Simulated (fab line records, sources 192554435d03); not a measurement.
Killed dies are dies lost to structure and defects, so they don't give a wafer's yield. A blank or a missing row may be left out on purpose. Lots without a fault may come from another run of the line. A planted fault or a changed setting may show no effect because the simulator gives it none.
fab line records | flow n5_finfet
record lots=7 wafers=21
route steps=1938 shown BEOL_M12@1605 BEOL_M13@1665 BEOL_M14@1762 BEOL_M15@1800 MIM_BOT_LITHO@1858 MIM_BOT_ETCH@1867
start_h: hours from the record's first day to the start of the lot's first wafer shown | wait_h: hours since the lot's step before | " the same as in the row above | L1.1+2: a row that stands for several wafers | - no value, or no start given | * or withheld: withheld | < > ~ a bound
route shown NAME@n: a module of which the file shows steps, and the number in the route of the first | usual: mean/standard deviation of fault-free wafers | same: alike in all rows | chamber/n: place in a boat | sites: the reading at each site | _std_site: their standard deviation | _edge_site: outer sites' mean less inner sites' | radius_mm: how far each site lies from the wafer's centre | mask NAME#n: copy n | behind: the tool/chamber that last shaped the wafer | hold: why the lot was held/for how many hours/how that ended | device: the transistor (n, p or np) that didn't switch | end of line: the same wafers' tests at the end of the route | a step without rows: its recipe alone | killed: dies lost to structure and defects at the first sort, not the wafer's yield | map: a wafer's dies, x killed, . not, _ none there
set.NAME: the setting as run; set.NAME@STEP: as run at that earlier step | model.NAME: the simulator's own value behind a step, which no gauge read
lots whose settings were changed on purpose; a table a step, a row a wafer
## steps
# step N5_BEOL_M12_COAT_04
# recipe spin_rpm=1625 resist_thk_nm=400
# columns lot.wafer tool chamber start_h wait_h set.spin_rpm model.coat_of_BEOL_M12_COAT_04.thk_nm
L081.1 litho_track-04 0 - - 1452 423.8
L081.2 " 0 " " 1625 400
L081.6 " 0 " " 1625 399.4
L083.1 litho_track-05 0 - - 1625 399.8
L083.2 " 0 " " 1625 400.4
L083.4 " 0 " " 1625 398.8
L088.1 litho_track-04 0 - - 1767 382.8
L088.5 " 0 " " 1625 399.6
L088.6 " 0 " " 1625 400
L090.2+4 litho_track-04 0 - - 1625 398.6
L090.3 " 0 " " 1564 406.4
L091.2 litho_track-03 0 - - 1625 400.6
L091.3 " 0 " " 1507 415.2
L091.5 " 0 " " 1507 416.6
L093.2 litho_track-03 0 - - 1711 388.8
L093.3 " 0 " " 1711 389.6
L093.4 " 0 " " 1625 399
L092.3 litho_track-05 0 - - 1625 399.6
L092.4 " 0 " " 1625 399.2
L092.6 " 0 " " 1625 399.8
# step N5_BEOL_M12_EBR_06
# recipe solvent=PGMEA ebr_width_mm=1.5
# step N5_BEOL_M12_SOFTBAKE_05
# recipe temp_c=130 time_s=60
# step N5_BEOL_M12_DESCUM_15
# recipe chemistry=O2 time_s=7.9 source_power_w=50 bias_power_w=20 pressure_mtorr=20 rf_frequency_hz=2.712e+07 temp_c=40 o2_flow_sccm=225
# step N5_BEOL_M12_ETCH_59
# recipe chemistry=N2/H2 target=BARC target_depth_a=890 overetch_a=267 time_s=67.9 ion_energy_ev=200 pressure_mtorr=30 source_w=840 bias_w=150 n2_flow_sccm=200 h2_flow_sccm=200
# columns lot.wafer tool chamber start_h wait_h set.spin_rpm@BEOL_M12_COAT_04 model.coat_of_BEOL_M12_COAT_04.thk_nm
L081.1 rie_diel-05 3 266.83 0.0 1452 342
L081.2 " 2 " " 1625 316.6
L081.6 " 2 " " 1625 316.2
L083.1 rie_diel-03 1 281.53 0.0 1625 318
L083.2 " 2 " " 1625 317.4
L083.4 " 3 " " 1625 317
L088.1 rie_diel-04 2 316.95 0.0 1767 299.6
L088.5 " 2 " " 1625 316.6
L088.6 " 1 " " 1625 317.6
L090.2 rie_diel-04 0 334.40 0.0 1625 315
L090.3 " 1 " " 1564 323.4
L090.4 " 2 " " 1625 316
L091.2 rie_diel-03 2 336.39 0.0 1625 318.2
L091.3 " 0 " " 1507 332
L091.5 " 0 " " 1507 333
L093.2 rie_diel-05 3 337.53 0.0 1711 305.4
L093.3 " 1 " " 1711 306.8
L093.4 " 0 " " 1625 316.8
L092.3 rie_diel-04 2 340.34 0.0 1625 316.6
L092.4 " 0 " " 1625 315.4
L092.6 " 1 " " 1625 317.2
# step N5_BEOL_M12_VIA_ETCH_16
# recipe chemistry=C4F8/O2/Ar target=SiOC pressure_mtorr=30 source_w=3000 bias_w=700 Ar_flow_sccm=400 C4F8_flow_sccm=15 O2_flow_sccm=8 he_inner_torr=15 he_outer_torr=30 target_depth_a=7248 time_s=withheld ion_energy_ev=250 ends=cleared
# step N5_BEOL_M12_STRIP_63
# recipe chemistry=N2/H2 power_w=1000 temp_c=250 h2_frac=0.65 overash_fraction=0.3 pressure_mtorr=1000 n2_flow_sccm=1750 h2_flow_sccm=3250
# usual strip_time_to_endpoint_s=42.3/0.79
# columns lot.wafer tool chamber start_h wait_h set.spin_rpm@BEOL_M12_COAT_04 strip_time_to_endpoint_s
L081.1 plasma_asher-02 1 267.08 - 1452 49.6
L081.2 " 0 " " 1625 42.4
L081.6 " 0 " " 1625 41.9
L083.1 plasma_asher-01 0 281.78 - 1625 43.4
L083.2 " 1 " " 1625 43.0
L083.4 " 1 " " 1625 42.1
L088.1 plasma_asher-02 0 317.20 - 1767 37.9
L088.5 " 0 " " 1625 42.2
L088.6 " 1 " " 1625 42.8
L090.2 plasma_asher-02 0 334.65 - 1625 41.7
L090.3 " 0 " " 1564 44.5
L090.4 " 1 " " 1625 41.0
L091.2 plasma_asher-01 0 336.64 - 1625 42.8
L091.3 " 0 " " 1507 46.9
L091.5 " 0 " " 1507 45.4
L093.2 plasma_asher-01 1 337.78 - 1711 39.3
L093.3 " 1 " " 1711 40.2
L093.4 " 0 " " 1625 41.2
L092.3 plasma_asher-01 0 340.61 - 1625 43.0
L092.4 " 1 " " 1625 41.9
L092.6 " 0 " " 1625 42.2
# step N5_BEOL_M13_EXPOSE_07
# recipe mask_id=V12 na=0.93 source_shape=conventional sigma_outer=0.6 polarization=unpolarized attpsm_phase_deg=180 dose_mj=24.8
# columns lot.wafer tool chamber start_h wait_h mask set.dose_mj
L081.1+2 krf_scanner-02 0 272.19 - V12#0 24.8
L081.6 " 0 " " V12#0 26.12
L083.1+4 krf_scanner-02 0 287.49 - V12#0 25.6
L083.2 " 0 " " V12#0 24.8
L088.1+5 krf_scanner-01 0 321.82 - V12#0 24.04
L088.6 " 0 " " V12#0 24.8
L090.2+3 krf_scanner-01 0 339.26 - V12#0 24.8
L090.4 " 0 " " V12#0 23.97
L091.2+3+5 krf_scanner-01 0 342.23 - V12#0 24.8
L093.2+3+4 krf_scanner-01 0 342.78 - V12#0 24.8
L092.3+4+6 krf_scanner-01 0 346.08 - V12#0 24.8
# step N5_BEOL_M13_PEB_08
# recipe peb_temp_c=130 peb_time_s=90
# step N5_BEOL_M13_DEVELOP_09
# recipe develop_time_s=45 rinse_liquid=diw dry=air_spin dev_temp_c=21
# step N5_BEOL_M13_HARDBAKE_14
# recipe temp_c=130 time_s=120
# step N5_BEOL_M13_CD_MEAS_10
# recipe target_cd_nm=190 landing_energy_ev=500 detector=se_inlens polarity=opening
# usual cd_nm=189.6/1.2
# columns lot.wafer tool chamber start_h wait_h set.dose_mj@BEOL_M13_EXPOSE_07 cd_nm
L081.1 cd_sem-02 0 272.36 - 24.8 188.9
L081.2 " 0 " " 24.8 188.4
L081.6 " 0 " " 26.12 194.7
L083.1 cd_sem-03 0 287.66 - 25.6 195.2
L083.2 " 0 " " 24.8 190.7
L083.4 " 0 " " 25.6 194.6
L088.1 cd_sem-02 0 321.99 - 24.04 186.5
L088.5 " 0 " " 24.04 187.1
L088.6 " 0 " " 24.8 190.4
L090.2 cd_sem-02 0 339.42 - 24.8 190.6
L090.3 " 0 " " 24.8 190.2
L090.4 " 0 " " 23.97 188.9
L091.2 cd_sem-01 0 342.39 - 24.8 190.3
L091.3 " 0 " " 24.8 190.1
L091.5 " 0 " " 24.8 190.0
L093.2 cd_sem-01 0 342.95 - 24.8 190.6
L093.3 " 0 " " 24.8 189.9
L093.4 " 0 " " 24.8 189.4
L092.3 cd_sem-03 0 346.24 - 24.8 189.2
L092.4 " 0 " " 24.8 188.4
L092.6 " 0 " " 24.8 189.4
# step N5_BEOL_M13_ETCH_59
# recipe chemistry=N2/H2 target=BARC target_depth_a=890 overetch_a=267 time_s=67.9 ion_energy_ev=200 pressure_mtorr=30 source_w=840 bias_w=150 n2_flow_sccm=200 h2_flow_sccm=200
# columns lot.wafer tool chamber start_h wait_h set.time_s model.coat_of_BEOL_M13_COAT_04.thk_nm
L081.1 rie_diel-02 3 272.48 0.0 67.9 319.6
L081.2 " 1 " " 67.9 317.6
L081.6 " 1 " " 67.9 318.6
L083.1+2 rie_diel-01 3,0 287.79 0.0 80.7 307.2
L083.4 " 2 " " 67.9 319.2
L088.1 rie_diel-02 1 322.13 0.0 67.9 319.2
L088.5 " 3 " " 80.07 305.2
L088.6 " 0 " " 80.07 306.4
L090.2 rie_diel-06 1 339.55 0.0 78.75 307
L090.3 " 0 " " 67.9 319.6
L090.4 " 2 " " 67.9 318.8
L091.2 rie_diel-01 1 342.52 0.0 58.54 326.4
L091.3 " 3 " " 67.9 315.8
L091.5 " 1 " " 58.54 327
L093.2 rie_diel-01 2 343.07 0.0 81.82 306.8
L093.3 " 1 " " 67.9 318.6
L093.4 " 0 " " 67.9 317.8
L092.3 rie_diel-01 3 346.36 0.0 67.9 317.4
L092.4 " 2 " " 67.9 321
L092.6 " 2 " " 67.9 319.4
# step N5_BEOL_M13_VIA_ETCH_16
# recipe chemistry=C4F8/O2/Ar target=SiOC pressure_mtorr=30 source_w=3000 bias_w=700 Ar_flow_sccm=400 C4F8_flow_sccm=15 O2_flow_sccm=8 he_inner_torr=15 he_outer_torr=30 target_depth_a=9217 time_s=withheld ion_energy_ev=250 ends=cleared
# columns lot.wafer tool chamber start_h wait_h set.time_s@BEOL_M13_ETCH_59 model.coat_of_BEOL_M13_COAT_04.thk_nm
L081.1 rie_diel-02 3 272.54 0.0 * 74.6
L081.2 " 1 " " * 74.2
L081.6 " 1 " " * 68.8
L083.1 rie_diel-01 3 287.84 0.0 * 60.8
L083.2 " 0 " " * 61.2
L083.4 " 2 " " * 72.4
L088.1 rie_diel-02 1 322.18 0.0 * 75.6
L088.5 " 3 " " * 53.4
L088.6 " 0 " " * 58.8
L090.2 rie_diel-06 1 339.60 0.0 * 56.6
L090.3 " 0 " " * 71.8
L090.4 " 2 " " * 65.2
L091.2 rie_diel-01 1 342.57 0.0 * 84.4
L091.3 " 3 " " * 70
L091.5 " 1 " " * 78
L093.2 rie_diel-01 2 343.13 0.0 * 60
L093.3 " 1 " " * 70.4
L093.4 " 0 " " * 68.6
L092.3+6 rie_diel-01 3,2 346.41 0.0 * 67.2
L092.4 " 2 " " * 69.2
# step N5_BEOL_M13_STRIP_63
# recipe chemistry=N2/H2 power_w=1000 temp_c=250 h2_frac=0.65 overash_fraction=0.3 pressure_mtorr=1000 n2_flow_sccm=1750 h2_flow_sccm=3250
# usual strip_time_to_endpoint_s=27.7/1.1
# columns lot.wafer tool chamber start_h wait_h set.time_s@BEOL_M13_ETCH_59 strip_time_to_endpoint_s
L081.1 plasma_asher-02 1 272.77 - 67.9 29.0
L081.2 " 0 " " 67.9 28.9
L081.6 " 0 " " 67.9 27.3
L083.1 plasma_asher-02 0 288.08 - 80.7 24.9
L083.2 " 1 " " 80.7 25.0
L083.4 " 1 " " 67.9 28.3
L088.1 plasma_asher-01 1 322.41 - 67.9 29.3
L088.5 " 0 " " 80.07 22.7
L088.6 " 1 " " 80.07 24.3
L090.2 plasma_asher-01 0 339.83 - 78.75 23.7
L090.3 " 1 " " 67.9 28.2
L090.4 " 0 " " 67.9 26.3
L091.2 plasma_asher-02 1 342.80 - 58.54 31.8
L091.3 " 0 " " 67.9 27.7
L091.5 " 0 " " 58.54 30.0
L093.2 plasma_asher-02 1 343.36 - 81.82 24.7
L093.3 " 1 " " 67.9 27.8
L093.4 " 0 " " 67.9 27.3
L092.3 plasma_asher-02 0 346.67 - 67.9 26.9
L092.4 " 1 " " 67.9 27.4
L092.6 " 1 " " 67.9 26.8
# step N5_BEOL_M14_SPUTTER_43
# recipe material=TaN target_thk_a=150 temp_c=50 bias_v=168.6 power_w=15000 chamber_pressure_pa=0.12 time_s=24.19
# columns lot.wafer tool chamber start_h wait_h set.power_w model.TaN_of_BEOL_M14_SPUTTER_43.thk_nm
L081.1 pvd_sputter-03 - 285.02 0.0 16080 16.4
L081.2 " - " " 15000 15
L081.6 " - " " 16080 16.2
L083.1 pvd_sputter-02 - 298.22 0.0 12690 12.6
L083.2 " - " " 15000 14.8
L083.4 " - " " 12690 12.8
L088.1+6 pvd_sputter-03 - 330.79 0.0 15000 15
L088.5 " - " " 16090 16
L090.2 pvd_sputter-03 - 349.49 0.0 15000 15
L090.3 " - " " 12920 13
L090.4 " - " " 12920 13.2
L091.2 pvd_sputter-02 - 349.77 0.0 17030 16.8
L091.3 " - " " 17030 16.6
L091.5 " - " " 15000 14.8
L093.2 pvd_sputter-03 - 350.55 0.0 15000 15
L093.3+4 " - " " 15000 14.8
L092.3+4 pvd_sputter-01 - 357.59 0.0 15000 14.8
L092.6 " - " " 15000 15
# step N5_BEOL_M14_DEP_53
# recipe material=SiCN target_thk_a=500 temp_c=withheld precursor=3MS/NH3 pressure_torr=3 rf_w=675 time_s=17.8
# columns lot.wafer tool chamber start_h wait_h set.time_s model.SiCN_of_BEOL_M14_DEP_53.thk_nm
L081.1 pecvd-03 1 286.80 0.0 20.37 57.4
L081.2 " 0 " " 17.8 49.6
L081.6 " 1 " " 20.37 57.2
L083.1+2 pecvd-01 0,2 299.64 0.0 17.8 49.4
L083.4 " 1 " " 17.8 49.8
L088.1 pecvd-01 0 331.99 0.0 15.74 44.4
L088.5 " 1 " " 15.74 44.8
L088.6 " 2 " " 17.8 50.8
L090.2 pecvd-01 2 350.61 0.0 17.8 49
L090.3 " 0 " " 16.91 47
L090.4 " 2 " " 17.8 50
L091.2 pecvd-01 2 350.89 0.0 20.01 55.6
L091.3 " 0 " " 17.8 49.8
L091.5 " 2 " " 20.01 57.4
L093.2 pecvd-03 1 351.97 0.0 17.8 49.8
L093.3 " 0 " " 16.08 45.4
L093.4 " 2 " " 17.8 50.6
L092.3 pecvd-02 2 358.71 0.0 17.8 49.8
L092.4+6 " 1,0 " " 17.8 50.2
# step N5_BEOL_M15_EXPOSE_25
# recipe mask_id=M15 na=0.8 source_shape=annular sigma_inner=0.5 sigma_outer=0.8 polarization=unpolarized target_cd_nm=400 dose_mj=35.5
# columns lot.wafer tool chamber start_h wait_h mask set.dose_mj
L081.1+6 krf_scanner-02 0 289.23 - M15#0 34.6
L081.2 " 0 " " M15#0 35.5
L083.1 krf_scanner-02 0 301.74 - M15#0 35.5
L083.2+4 " 0 " " M15#0 36.44
L088.1+6 krf_scanner-01 0 334.65 - M15#0 32.88
L088.5 " 0 " " M15#0 35.5
L090.2+3 krf_scanner-01 0 352.72 - M15#0 36.57
L090.4 " 0 " " M15#0 35.5
L091.2 krf_scanner-02 0 353.12 - M15#0 34.32
L091.3+5 " 0 " " M15#0 35.5
L093.2+3+4 krf_scanner-01 0 354.27 - M15#0 35.5
L092.3+4+6 krf_scanner-02 0 360.95 - M15#0 35.5
# step N5_BEOL_M15_PEB_26
# recipe peb_temp_c=130 peb_time_s=90
# columns lot.wafer tool chamber start_h wait_h set.peb_time_s
L081.1+2+6 litho_track-04 0 289.28 0.1 90
L083.1+4 litho_track-05 0 301.79 0.1 70.92
L083.2 " 0 " " 90
L088.1+5+6 litho_track-04 0 334.71 0.1 90
L090.2 litho_track-04 0 352.77 0.0 90
L090.3+4 " 0 " " 83.49
L091.2+3 litho_track-01 0 353.17 0.0 90
L091.5 " 0 " " 96.9
L093.2+4 litho_track-04 0 354.32 0.0 90
L093.3 " 0 " " 102.4
L092.3+4+6 litho_track-05 0 360.99 0.0 90
# step N5_BEOL_M15_DEVELOP_27
# recipe develop_time_s=45 rinse_liquid=diw dry=air_spin dev_temp_c=21
# step N5_BEOL_M15_HARDBAKE_32
# recipe temp_c=130 time_s=120
# step N5_BEOL_M15_CD_MEAS_28
# recipe target_cd_nm=407.6 landing_energy_ev=500 detector=se_inlens
# usual cd_nm=408.0/1.4
# columns lot.wafer tool chamber start_h wait_h set.dose_mj@BEOL_M15_EXPOSE_25 set.peb_time_s@BEOL_M15_PEB_26 cd_nm
L081.1 cd_sem-02 0 289.40 - 34.6 90 402.6
L081.2 " 0 " " 35.5 90 406.8
L081.6 " 0 " " 34.6 90 403.1
L083.1 cd_sem-03 0 301.91 - 35.5 70.92 398.4
L083.2 " 0 " " 36.44 90 410.3
L083.4 " 0 " " 36.44 70.92 399.4
L088.1 cd_sem-02 0 334.82 - 32.88 90 395.9
L088.5 " 0 " " 35.5 90 406.8
L088.6 " 0 " " 32.88 90 394.8
L090.2 cd_sem-02 0 352.88 - 36.57 90 414.5
L090.3 " 0 " " 36.57 83.49 411.7
L090.4 " 0 " " 35.5 83.49 405.6
L091.2 cd_sem-02 0 353.28 - 34.32 90 403.0
L091.3 " 0 " " 35.5 90 408.6
L091.5 " 0 " " 35.5 96.9 411.4
L093.2 cd_sem-02 0 354.44 - 35.5 90 409.8
L093.3 " 0 " " 35.5 102.4 413.2
L093.4 " 0 " " 35.5 90 409.2
L092.3 cd_sem-02 0 361.11 - 35.5 90 408.9
L092.4 " 0 " " 35.5 90 409.5
L092.6 " 0 " " 35.5 90 408.5
# step N5_BEOL_M15_DESCUM_33
# recipe chemistry=O2 time_s=7.9 source_power_w=50 bias_power_w=20 pressure_mtorr=20 rf_frequency_hz=2.712e+07 temp_c=40 o2_flow_sccm=225
# columns lot.wafer tool chamber start_h wait_h set.dose_mj@BEOL_M15_EXPOSE_25 set.peb_time_s@BEOL_M15_PEB_26 model.BEOL_M15.cd_nm
L081.1 rie_diel-01 0 289.49 0.0 34.6 90 402.2
L081.2 " 3 " " 35.5 90 406.8
L081.6 " 1 " " 34.6 90 403
L083.1 rie_diel-06 0 302.00 0.0 35.5 70.92 398.4
L083.2 " 2 " " 36.44 90 410
L083.4 " 3 " " 36.44 70.92 399.6
L088.1 rie_diel-02 3 334.93 0.1 32.88 90 396.2
L088.5 " 0 " " 35.5 90 406.8
L088.6 " 1 " " 32.88 90 395
L090.2 rie_diel-06 1 352.97 0.0 36.57 90 414.4
L090.3 " 3 " " 36.57 83.49 411.8
L090.4 " 0 " " 35.5 83.49 405.2
L091.2 rie_diel-02 0 353.37 0.0 34.32 90 403
L091.3 " 1 " " 35.5 90 408.6
L091.5 " 0 " " 35.5 96.9 411.6
L093.2 rie_diel-06 3 354.52 0.0 35.5 90 410
L093.3 " 0 " " 35.5 102.4 413.4
L093.4 " 1 " " 35.5 90 409.2
L092.3 rie_diel-06 1 361.20 0.0 35.5 90 408.8
L092.4 " 0 " " 35.5 90 409.6
L092.6 " 0 " " 35.5 90 408.6
# step N5_MIM_BOT_LITHO_EXPOSE_05
# recipe mask_id=MIM_BOT na=0.55 source_shape=conventional sigma_outer=0.8 polarization=unpolarized dose_mj=24.25
# columns lot.wafer tool chamber start_h wait_h mask set.dose_mj
L081.1 krf_scanner-01 0 297.86 - MIM_BOT#0 25.92
L081.2+6 " 0 " " MIM_BOT#0 24.25
L083.1 krf_scanner-02 0 311.17 - MIM_BOT#0 24.25
L083.2+4 " 0 " " MIM_BOT#0 22.55
L088.1+5 krf_scanner-01 0 344.75 - MIM_BOT#0 26.04
L088.6 " 0 " " MIM_BOT#0 24.25
L091.2+5 krf_scanner-02 0 363.07 - MIM_BOT#0 24.25
L091.3 " 0 " " MIM_BOT#0 25.17
L090.2+3 krf_scanner-02 0 363.21 - MIM_BOT#0 24.25
L090.4 " 0 " " MIM_BOT#0 22.72
L093.2+3+4 krf_scanner-01 0 364.00 - MIM_BOT#0 24.25
L092.3+4+6 krf_scanner-01 0 370.87 - MIM_BOT#0 24.25
# step N5_MIM_BOT_LITHO_PEB_06
# recipe peb_temp_c=withheld peb_time_s=*
# step N5_MIM_BOT_LITHO_DEVELOP_07
# recipe develop_time_s=60 rinse_liquid=diw dry=air_spin dev_temp_c=21
# step N5_MIM_BOT_LITHO_HARDBAKE_09
# recipe temp_c=130 time_s=120
# step N5_MIM_BOT_LITHO_CD_MEAS_08
# recipe target_cd_nm=3000 landing_energy_ev=500 detector=se_inlens polarity=opening
# usual cd_nm=3000.2/1.5
# columns lot.wafer tool chamber start_h wait_h set.dose_mj@MIM_BOT_LITHO_EXPOSE_05 cd_nm
L081.1 cd_sem-01 0 298.03 - 25.92 3011.6
L081.2 " 0 " " 24.25 2998.6
L081.6 " 0 " " 24.25 2999.8
L083.1 cd_sem-01 0 311.35 - 24.25 3003.9
L083.2 " 0 " " 22.55 2988.5
L083.4 " 0 " " 22.55 2987.4
L088.1 cd_sem-01 0 344.93 - 26.04 3013.9
L088.5 " 0 " " 26.04 3013.3
L088.6 " 0 " " 24.25 3001.3
L091.2 cd_sem-02 0 363.25 - 24.25 3000.6
L091.3 " 0 " " 25.17 3007.5
L091.5 " 0 " " 24.25 2999.8
L090.2 cd_sem-02 0 363.38 - 24.25 2999.8
L090.3 " 0 " " 24.25 2999.2
L090.4 " 0 " " 22.72 2988.5
L093.2 cd_sem-01 0 364.17 - 24.25 2997.2
L093.3 " 0 " " 24.25 2997.6
L093.4 " 0 " " 24.25 2999.0
L092.3 cd_sem-03 0 371.04 - 24.25 2999.2
L092.4 " 0 " " 24.25 2998.7
L092.6 " 0 " " 24.25 3000.5
# step N5_MIM_BOT_ETCH_ETCH_03
# recipe chemistry=Cl2/BCl3 target_depth_a=120 pressure_mtorr=8 icp_w=800 bias_w=100 Cl2_flow_sccm=20 bcl3_flow_sccm=80
# columns lot.wafer tool chamber start_h wait_h set.bias_w model.etch.depth_nm
L081.1 rie_metal-03 0 298.29 0.1 100 12.43
L081.2 " 1 " " 115.2 12.82
L081.6 " 0 " " 115.2 13.01
L083.1+2 rie_metal-01 0,1 311.66 0.1 100 12.23
L083.4 " 0 " " 93.71 11.91
L088.1 rie_metal-02 1 345.17 0.1 91.89 11.73
L088.5 " 0 " " 100 12.1
L088.6 " 1 " " 91.89 11.71
L091.2 rie_metal-02 0 363.49 0.1 87.99 11.57
L091.3 " 1 " " 100 11.99
L091.5 " 0 " " 87.99 11.59
L090.2 rie_metal-01 0 363.62 0.1 100 12.18
L090.3 " 0 " " 100 12.22
L090.4 " 1 " " 100 12.25
L093.2 rie_metal-02 0 364.41 0.1 83.22 11.32
L093.3 " 1 " " 83.22 11.15
L093.4 " 0 " " 100 12.01
L092.3 rie_metal-02 0 371.31 0.1 100 12.14
L092.4 " 1 " " 100 12.02
L092.6 " 0 " " 100 12.1
## key
split step=N5_BEOL_M12_COAT_04 setting=spin_rpm stated=1625 by=wafer
response step=N5_BEOL_M12_COAT_04 reading=model.coat_of_BEOL_M12_COAT_04.thk_nm change=-2.1 per=1% r=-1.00
response step=N5_BEOL_M12_ETCH_59 reading=model.coat_of_BEOL_M12_COAT_04.thk_nm change=-2.16 per=1% r=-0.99
response step=N5_BEOL_M12_STRIP_63 reading=strip_time_to_endpoint_s change=* per=1% r=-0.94
split step=N5_BEOL_M13_EXPOSE_07 setting=dose_mj stated=24.8 by=wafer
response step=N5_BEOL_M13_CD_MEAS_10 reading=cd_nm change=+1.04 per=1% r=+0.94
split step=N5_BEOL_M13_ETCH_59 setting=time_s stated=67.9 by=wafer
response step=N5_BEOL_M13_ETCH_59 reading=model.coat_of_BEOL_M13_COAT_04.thk_nm change=-0.678 per=1% r=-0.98
response step=N5_BEOL_M13_VIA_ETCH_16 reading=model.coat_of_BEOL_M13_COAT_04.thk_nm change=-0.716 per=1% r=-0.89
response step=N5_BEOL_M13_STRIP_63 reading=strip_time_to_endpoint_s change=* per=1% r=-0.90
split step=N5_BEOL_M14_SPUTTER_43 setting=power_w stated=15000 by=wafer
response step=N5_BEOL_M14_SPUTTER_43 reading=model.TaN_of_BEOL_M14_SPUTTER_43.thk_nm change=+0.141 per=1% r=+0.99
split step=N5_BEOL_M14_DEP_53 setting=time_s stated=17.8 by=wafer
response step=N5_BEOL_M14_DEP_53 reading=model.SiCN_of_BEOL_M14_DEP_53.thk_nm change=+0.529 per=1% r=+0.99
split step=N5_BEOL_M15_EXPOSE_25 setting=dose_mj stated=35.5 by=wafer
response step=N5_BEOL_M15_CD_MEAS_28 reading=cd_nm slope=+1.56 per=1% together_with=peb_time_s@BEOL_M15_PEB_26 explained=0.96
response step=N5_BEOL_M15_DESCUM_33 reading=model.BEOL_M15.cd_nm slope=+1.56 per=1% together_with=peb_time_s@BEOL_M15_PEB_26 explained=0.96
split step=N5_BEOL_M15_PEB_26 setting=peb_time_s stated=90 by=wafer
response step=N5_BEOL_M15_CD_MEAS_28 reading=cd_nm slope=+0.396 per=1% together_with=dose_mj@BEOL_M15_EXPOSE_25 explained=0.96
response step=N5_BEOL_M15_DESCUM_33 reading=model.BEOL_M15.cd_nm slope=+0.389 per=1% together_with=dose_mj@BEOL_M15_EXPOSE_25 explained=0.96
split step=N5_MIM_BOT_LITHO_EXPOSE_05 setting=dose_mj stated=24.25 by=wafer
response step=N5_MIM_BOT_LITHO_CD_MEAS_08 reading=cd_nm change=+1.88 per=1% r=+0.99
split step=N5_MIM_BOT_ETCH_ETCH_03 setting=bias_w stated=100 by=wafer
response step=N5_MIM_BOT_ETCH_ETCH_03 reading=model.etch.depth_nm change=+0.0401 per=1% r=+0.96
